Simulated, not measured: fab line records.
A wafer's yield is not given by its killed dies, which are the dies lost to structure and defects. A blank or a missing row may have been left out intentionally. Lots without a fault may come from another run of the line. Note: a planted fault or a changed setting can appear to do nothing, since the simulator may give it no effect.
The tool behind it: which one? | flow n5-finfet | Sampling: 8 lots, 23 wafers, 6 of 1938 route steps

## WHAT EACH GAUGE READ, for each wafer
N5_STI_FIN_REVEAL_CD_MEAS_22: target cd 6.238 nm, pitch 28 nm. Usual: cd-nm reads 6.3 nm (standard deviation 0.31).
lot  | measured    | on        | cd-nm (nm)  | flag
L626 | day 2 13:22 | cd-sem-02 | 6.1 6.4 6.3 |
L631 | day 3 19:44 | cd-sem-03 | 6.3 6.0 6.2 |
L639 | day 5 18:51 | cd-sem-01 | 7.4 7.5 7.8 | OFF
L640 | day 6 01:46 | cd-sem-03 | 7.4 7.1 7.4 | OFF
L644 | day 7 02:58 | cd-sem-01 | 5.5 5.6 7.1 |
L647 | day 7 18:28 | cd-sem-02 | 6.0 6.7 6.3 |
L648 | day 8 03:43 | cd-sem-01 | 5.9 6.3 6.3 |
L649 | day 8 10:21 | cd-sem-03 | 6.3 6.3     |

N5_BEOL_M4_RC_MEAS_101. Usual: DIBL_N 36.8 mV/V, standard deviation 2.2; DIBL_P 37.0 mV/V, standard deviation 2.8; IOFF_N 0.18 nA/um, standard deviation 0.043; IOFF_N_85C 3.4 nA/um, standard deviation 0.69; IOFF_N_LIN 0.080 nA/um, standard deviation 0.016; IOFF_N_LONG 5.61e-05 nA/um, standard deviation 2.9e-06; IOFF_P 0.23 nA/um, standard deviation 0.05; IOFF_P_85C 3.9 nA/um, standard deviation 0.71; IOFF_P_LIN 0.107 nA/um, standard deviation 0.018; ION_N 680 uA/um, standard deviation 14; ION_P 466 uA/um, standard deviation 9.1; REXT_N 75.6 ohm.um, standard deviation 1.4; REXT_P 101.0 ohm.um, standard deviation 1.9; SS_N 71.7 mV/dec, standard deviation 0.74; SS_P 73.5 mV/dec, standard deviation 0.79; VT_N 248 mV, standard deviation 4; VT_N_LONG 274.8 mV, standard deviation 1.7; VT_N_LVT 97 mV, standard deviation 4.1; VT_P -249 mV, standard deviation 4.1.
lot  | measured     | on        | DIBL_N (mV/V)  | DIBL_P (mV/V)  | IOFF_N (nA/um) | IOFF_N_85C (nA/um) | IOFF_N_LIN (nA/um) | IOFF_N_LONG (nA/um)        | IOFF_P (nA/um) | IOFF_P_85C (nA/um) | IOFF_P_LIN (nA/um) | ION_N (uA/um) | ION_P (uA/um) | REXT_N (ohm.um) | REXT_P (ohm.um)   | SS_N (mV/dec)  | SS_P (mV/dec)  | VT_N (mV)   | VT_N_LONG (mV)    | VT_N_LVT (mV) | VT_P (mV)      | flag
L626 | day 8 09:23  | prober-01 | 34.7 33.8 37.8 | 35.3 35.0 38.8 | 0.13 0.13 0.20 | 2.7 2.7 3.7        | 0.065 0.068 0.090  | 5.48e-05 5.48e-05 5.53e-05 | 0.19 0.19 0.25 | 3.4 3.3 4.2        | 0.093 0.093 0.112  | 665 687 689   | 459 467 467   | 76.8 78.3 77.2  | 100.7 101.7 102.9 | 71.2 71.0 71.7 | 73.2 73.7 74.1 | 251 249 246 | 275.9 274.1 275.3 | 101 99 95     | -253 -251 -249 |
L631 | day 9 11:35  | prober-01 | 36.2 39.3 36.2 | 37.8 41.7 38.4 | 0.16 0.21 0.15 | 3.2 4.1 3.1        | 0.074 0.091 0.072  | 4.94e-05 5e-05 4.93e-05    | 0.20 0.29 0.20 | 3.5 4.8 3.5        | 0.094 0.124 0.095  | 681 692 676   | 464 469 463   | 77.7 77.4 77.1  | 100.0 98.6 101.1  | 72.4 73.0 71.3 | 72.9 74.6 72.4 | 250 247 249 | 275.9 276.2 277.2 | 98 95 98      | -251 -248 -251 |
L639 | day 11 07:29 | prober-02 | 42.6 42.5 43.6 | 45.6 44.4 46.1 | 0.38 0.41 0.42 | 6.4 6.9 7.0        | 0.177 0.194 0.195  | 7.05e-05 7.12e-05 7.05e-05 | 0.42 0.42 0.48 | 6.5 6.3 7.1        | 0.199 0.200 0.219  | 726 737 735   | 488 486 489   | 70.5 69.1 70.7  | 92.1 93.7 92.2    | 73.4 72.8 72.7 | 75.6 75.6 75.7 | 236 233 233 | 267.4 266.3 265.4 | 83 81 81      | -241 -242 -238 | OFF
L640 | day 11 14:02 | prober-02 | 46.0 41.3 42.1 | 50.2 41.9 44.6 | 0.64 0.35 0.39 | 9.8 6.0 6.5        | 0.269 0.159 0.175  | 7.61e-05 7.76e-05 7.6e-05  | 0.61 0.32 0.41 | 8.8 5.1 6.4        | 0.260 0.165 0.197  | 758 724 721   | 505 480 487   | 69.9 71.0 70.4  | 93.0 95.1 93.5    | 74.3 72.9 72.7 | 77.2 75.1 75.1 | 228 235 235 | 263.2 264.3 264.0 | 74 83 82      | -234 -246 -242 | OFF
L644 | day 12 20:48 | prober-02 | 34.6 30.4 39.2 | 34.2 29.0 40.9 | 0.13 0.08 0.25 | 2.6 1.7 4.5        | 0.063 0.042 0.110  | 5.64e-05 5.64e-05 5.68e-05 | 0.19 0.12 0.31 | 3.4 2.3 5.0        | 0.094 0.068 0.135  | 664 636 695   | 457 441 474   | 77.4 76.5 76.4  | 101.2 103.1 99.8  | 70.7 69.9 71.6 | 73.0 71.5 74.1 | 252 259 242 | 272.8 275.1 275.9 | 101 107 91    | -251 -257 -244 |
L647 | day 13 03:29 | prober-01 | 37.4 39.8 38.5 | 36.0 41.2 37.6 | 0.18 0.25 0.21 | 3.5 4.5 3.9        | 0.082 0.107 0.085  | 5.66e-05 5.57e-05 5.66e-05 | 0.20 0.31 0.23 | 3.5 5.2 4.0        | 0.093 0.131 0.103  | 687 707 683   | 459 480 460   | 74.6 74.8 75.1  | 101.2 96.5 99.0   | 71.9 73.3 72.8 | 73.4 74.3 73.8 | 249 244 247 | 274.2 274.6 272.8 | 94 89 94      | -252 -249 -250 |
L648 | day 13 10:34 | prober-01 | 33.4 37.3 35.5 | 34.3 39.2 37.2 | 0.12 0.20 0.15 | 2.4 3.7 2.9        | 0.061 0.092 0.072  | 5.44e-05 5.5e-05 5.32e-05  | 0.17 0.25 0.22 | 3.0 4.2 3.7        | 0.082 0.112 0.102  | 671 687 670   | 460 468 466   | 78.1 76.7 77.7  | 102.9 100.4 100.7 | 70.6 71.6 71.4 | 73.1 73.7 73.1 | 256 246 251 | 274.4 274.4 274.7 | 102 96 100    | -255 -250 -250 |
L649 | day 13 11:31 | prober-02 | 36.7 37.7      | 37.9 40.2      | 0.20 0.22      | 3.8 4.1            | 0.092 0.103        | 5.8e-05 5.85e-05           | 0.26 0.31      | 4.5 5.1            | 0.123 0.139        | 686 701       | 474 487       | 74.1 75.1       | 102.3 102.3       | 72.2 72.3      | 73.6 74.8      | 243 242     | 272.2 272.0       | 94 93         | -244 -241      |

## WHAT TOOL EACH LOT RAN ON (gives the tool, then ch and the chambers of the sampled wafers, and finally the start)
lot  | N5_FIN_CUT_CUT_ETCH_15          | N5_FIN_CUT_STRIP_22               | N5_STI_FIN_REVEAL_OXIDATION_31      | N5_DUMMY_GATE_CMP_04
L626 | rie-si-04 ch 1,2,3, day 2 04:21 | rie-diel-01 ch 1,2, day 2 04:28   | plasma-asher-02 ch 0,1, day 2 12:51 | cmp-04 ch 0,1, day 2 17:26
L631 | rie-si-02 ch 0,1,2, day 3 09:09 | rie-diel-03 ch 0,2, day 3 09:16   | plasma-asher-02 ch 1, day 3 19:13   | cmp-03 ch 0,1,3, day 4 01:39
L639 | rie-si-02 ch 0,1, day 5 09:17   | rie-diel-02 ch 1,2,3, day 5 09:29 | plasma-asher-02 ch 0,1, day 5 18:20 | cmp-03 ch 2,3, day 5 23:34
L640 | rie-si-04 ch 1,2,3, day 5 15:52 | rie-diel-02 ch 0,2,3, day 5 15:59 | plasma-asher-01 ch 0,1, day 6 01:14 | cmp-03 ch 0,2, day 6 05:51
L644 | rie-si-01 ch 0,1, day 6 16:20   | rie-diel-03 ch 0,3, day 6 16:28   | plasma-asher-02 ch 0,1, day 7 02:26 | cmp-03 ch 0,1,2, day 7 07:14
L647 | rie-si-02 ch 0,1,3, day 7 09:32 | rie-diel-02 ch 1,2,3, day 7 09:40 | plasma-asher-01 ch 0,1, day 7 17:56 | cmp-03 ch 0,1,2, day 7 23:17
L648 | rie-si-01 ch 0,2,3, day 7 18:11 | rie-diel-02 ch 0,1,3, day 7 18:23 | plasma-asher-02 ch 0,1, day 8 03:10 | cmp-04 ch 0,1,3, day 8 09:55
L649 | rie-si-02 ch 0,1, day 7 22:47   | rie-diel-02 ch 0,1, day 7 22:55   | plasma-asher-02 ch 0,1, day 8 09:52 | cmp-01 ch 0,1, day 8 16:22
- N5_FIN_CUT_CUT_ETCH_15: etches Si in HBr/Cl2/O2, target depth 100 nm, bt time 10 s, time 42.4 s.
- N5_FIN_CUT_STRIP_22: strips in N2/H2.
- N5_STI_FIN_REVEAL_OXIDATION_31: chemistry O2 PLASMA REMOTE, time 20 s.
- N5_DUMMY_GATE_CMP_04: polishes a-Si.

## WHAT THE TOOLS THEMSELVES READ (means of the sampled wafers that have a number; where no wafer has one, the mark that the record gives instead)
N5_FIN_CUT_CUT_ETCH_15. Usual: drypump-motor-current-A 5.6 A, standard deviation 0.49; mfc-cl2-sccm 79.97 sccm, standard deviation 0.26; oes_o_777_au 1.00 a.u., standard deviation 0.077; oes-product-au 0.998 a.u., standard deviation 0.019; throttle-valve-pct 37.1 %, standard deviation 0.46.
lot  | tool      | drypump-motor-current-A (A) | mfc-cl2-sccm (sccm) | oes_o_777_au (a.u.) | oes-product-au (a.u.) | throttle-valve-pct (%) | flag
L626 | rie-si-04 | 5.3                         | 79.70               | 1.03                | 1.001                 | 37.2                   |
L631 | rie-si-02 | 5.6                         | 80.00               | 0.97                | 0.993                 | 37.1                   |
L639 | rie-si-02 | 5.8                         | 80.17               | 0.94                | 0.992                 | 37.4                   |
L640 | rie-si-04 | 5.3                         | 80.26               | 1.02                | 0.995                 | 37.2                   |
L644 | rie-si-01 | 5.8                         | 79.87               | 1.01                | 1.010                 | 36.5                   |
L647 | rie-si-02 | 5.7                         | 79.90               | 0.94                | 0.994                 | 37.1                   |
L648 | rie-si-01 | 5.8                         | 79.83               | 1.07                | 1.009                 | 36.8                   |
L649 | rie-si-02 | 5.8                         | 79.62               | 0.94                | 0.996                 | 37.1                   |

N5_FIN_CUT_STRIP_22. Usual: drypump-motor-current-A 5.8 A, standard deviation 0.39; oes-product-au 0.75 a.u., standard deviation 0.072; rf-vpp-V 54.1 V, standard deviation 2.4; showerhead-plenum-p-Torr 3.40 Torr, standard deviation 0.1; throttle-valve-pct 19.3 %, standard deviation 0.54.
lot  | tool        | drypump-motor-current-A (A) | oes-product-au (a.u.) | rf-vpp-V (V) | showerhead-plenum-p-Torr (Torr) | throttle-valve-pct (%) | flag
L626 | rie-diel-01 | 5.6                         | 0.77                  | 54.5         | 3.37                            | 19.6                   |
L631 | rie-diel-03 | 6.3                         | 0.78                  | 54.7         | 3.39                            | 18.4                   |
L639 | rie-diel-02 | 5.8                         | 0.74                  | 54.6         | 3.35                            | 19.7                   |
L640 | rie-diel-02 | 5.9                         | 0.73                  | 53.3         | 3.44                            | 19.6                   |
L644 | rie-diel-03 | 6.4                         | 0.87                  | 54.9         | 3.53                            | 18.6                   |
L647 | rie-diel-02 | 5.8                         | 0.73                  | 57.1         | 3.34                            | 19.7                   |
L648 | rie-diel-02 | 5.8                         | 0.69                  | 52.1         | 3.33                            | 19.6                   |
L649 | rie-diel-02 | 5.8                         | 0.71                  | 55.0         | 3.33                            | 19.5                   |

N5_STI_FIN_REVEAL_OXIDATION_31. Usual: chamber-pressure-mTorr 999.9 mTorr, standard deviation 0.85; drypump-motor-current-A 5.67 A, standard deviation 0.052; heater-power-w 147 W, standard deviation 9.7.
lot  | tool            | chamber-pressure-mTorr (mTorr) | drypump-motor-current-A (A) | heater-power-w (W) | flag
L626 | plasma-asher-02 | 999.2                          | 5.70                        | 157                |
L631 | plasma-asher-02 | 999.8                          | 5.74                        | 158                |
L639 | plasma-asher-02 | -                              | -                           | -                  | OFF
L640 | plasma-asher-01 | -                              | -                           | -                  | OFF
L644 | plasma-asher-02 | 999.7                          | 5.72                        | 157                |
L647 | plasma-asher-01 | 999.5                          | 5.63                        | 139                |
L648 | plasma-asher-02 | 1000.0                         | 5.73                        | 156                |
L649 | plasma-asher-02 | 998.8                          | 5.74                        | 158                |

N5_DUMMY_GATE_CMP_04. Usual: motor-current-A 9.8 A, standard deviation 0.94; time-to-endpoint-s 14.4 s, standard deviation 2.8.
lot  | tool   | motor-current-A (A) | time-to-endpoint-s (s) | flag
L626 | cmp-04 | 10.9                | 15.2                   |
L631 | cmp-03 | 9.7                 | 14.6                   |
L639 | cmp-03 | 9.1                 | 17.9                   |
L640 | cmp-03 | 9.7                 | 14.3                   |
L644 | cmp-03 | 9.6                 | 14.8                   |
L647 | cmp-03 | 9.3                 | 15.7                   |
L648 | cmp-04 | 10.4                | 10.8                   |
L649 | cmp-01 | 10.6                | 15.1                   |

## THE ANSWER, worked out from the rows above alone
Rule: take the mean of a lot's wafers that have a number; if it is more than 3 standard deviations from the usual mean, the lot is off. A lot without any number at a reading at which 4 lots or more have one is off too. Where the step has rows for the other lots, those lots are counted as sound. After the gauges, taken in route order, come the tools' own readings; for these a lot's mean is taken, as printed above. At the first step where some lot is off, the reading lying furthest off is the one used; lots without a number count as furthest.
Off: L639, L640 (N5_STI_FIN_REVEAL_CD_MEAS_22, cd-nm).
If a tool, at a process step before that reading, ran all the lots that are off and no sound lot after the first of them, it fits. Not tried: the gauges at N5_STI_FIN_REVEAL_CD_MEAS_22; whatever is off there is also off at N5_BEOL_M4_RC_MEAS_101, on other tools, and gauge error can't account for it. Of those tried, none fits.

## WHAT HAD BEEN PUT IN BY THE SIMULATOR
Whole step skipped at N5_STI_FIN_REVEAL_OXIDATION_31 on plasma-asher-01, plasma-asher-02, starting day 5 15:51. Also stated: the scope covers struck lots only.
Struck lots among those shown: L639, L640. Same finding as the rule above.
